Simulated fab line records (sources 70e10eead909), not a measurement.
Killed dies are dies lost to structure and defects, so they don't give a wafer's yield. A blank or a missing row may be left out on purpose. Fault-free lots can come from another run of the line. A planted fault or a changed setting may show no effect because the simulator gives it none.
2 desks looking at one fault :: flow nand-harc :: only its own numbers are on each desk; what lay behind them is given at the end

THE DEFECT DESK
Per lot, the means of the sampled wafers with a number show what the inspections along the route counted. The brackets show how far a lot's mean lies from the usual mean; more than 4 standard deviations puts the lot out of limits, marked OUT.
Columns: A = raw-defect-count at NHARC_A_CONTACT_INSPECT_44, usual 80
lot: L877
first seen here: day 21 14:28
A: 18

lot: L880
first seen here: day 22 11:31
A: 110

lot: L881
first seen here: day 22 19:56
A: 65

lot: L882
first seen here: day 23 03:13
A: 130

lot: L883
first seen here: day 23 22:23
A: 61

lot: L890
first seen here: day 26 17:29
A: 80

lot: L892
first seen here: day 27 06:01
A: 88

lot: L891
first seen here: day 27 15:34
A: 150

lot: L894
first seen here: day 28 03:59
A: 80

lot: L893
first seen here: day 28 14:13
A: 104

lot: L895
first seen here: day 29 00:57
A: 65

lot: L898
first seen here: day 29 14:31
A: 32

lot: L896
first seen here: day 29 20:44
A: 76
This desk found nothing out of limits on any of the 13 lots.

FOR THE TOOL OWNER'S DESK: rie-diel-03
The tool's own readings at NHARC_A_CONTACT_ETCH_49 (etches the open film in N2/H2, target depth 260 nm, time 475.3 s): means of the sampled wafers that have a number, for each lot that ran on this tool. The brackets show how far a lot's mean lies from the usual mean; more than 4 standard deviations puts the lot out of limits, marked OUT.
Columns: A = chamber-pressure-mTorr at NHARC_A_CONTACT_ETCH_49, usual 30.00 mTorr; B = drypump-motor-current-A at NHARC_A_CONTACT_ETCH_49, usual 5.9 A; C = oes-product-au at NHARC_A_CONTACT_ETCH_49, usual 1.000 a.u.; D = rf-vpp-V at NHARC_A_CONTACT_ETCH_49, usual 430 V; E = showerhead-plenum-p-Torr at NHARC_A_CONTACT_ETCH_49, usual 2.03 Torr; F = throttle-valve-pct at NHARC_A_CONTACT_ETCH_49, usual 14.170 %
lot: L877
first seen here: day 21 14:47
A: 30.03
B: 6.0
C: 0.985
D: 428
E: 1.98
F: 14.170

lot: L880
first seen here: day 22 11:52
A: 30.00
B: 6.0
C: 0.998
D: 429
E: 1.99
F: 14.172

lot: L881
first seen here: day 22 20:19
A: 30.02
B: 6.0
C: 0.990
D: 430
E: 2.02
F: 14.163

lot: L882
first seen here: day 23 03:35
A: 30.01
B: 6.0
C: 0.994
D: 430
E: 2.04
F: 14.178

lot: L883
first seen here: day 23 22:39
A: 29.99
B: 6.1
C: 0.993
D: 432
E: 2.07
F: 14.167

lot: L890
first seen here: day 26 17:45
A: 29.99
B: 5.9
C: 1.000
D: 429
E: 1.98
F: 14.180

lot: L892
first seen here: day 27 06:53
A: 30.00
B: 6.1
C: 1.005
D: 431
E: 2.06
F: 14.166

lot: L894
first seen here: day 28 04:16
A: 30.00
B: 6.2
C: 1.001
D: 431
E: 2.06
F: 14.164

lot: L898
first seen here: day 29 14:50
A: 30.00
B: 6.2
C: 1.000
D: 431
E: 2.06
F: 14.174

lot: L896
first seen here: day 29 21:05
A: 29.99
B: 6.0
C: 1.001
D: 429
E: 1.98
F: 14.165
This desk found nothing out of limits on any of the 10 lots.

PUT TOGETHER
Nothing the defect desk looked at was out of limits.
Nothing out of limits was seen by the tool owner's desk.

WHAT HAD BEEN PUT IN BY THE SIMULATOR
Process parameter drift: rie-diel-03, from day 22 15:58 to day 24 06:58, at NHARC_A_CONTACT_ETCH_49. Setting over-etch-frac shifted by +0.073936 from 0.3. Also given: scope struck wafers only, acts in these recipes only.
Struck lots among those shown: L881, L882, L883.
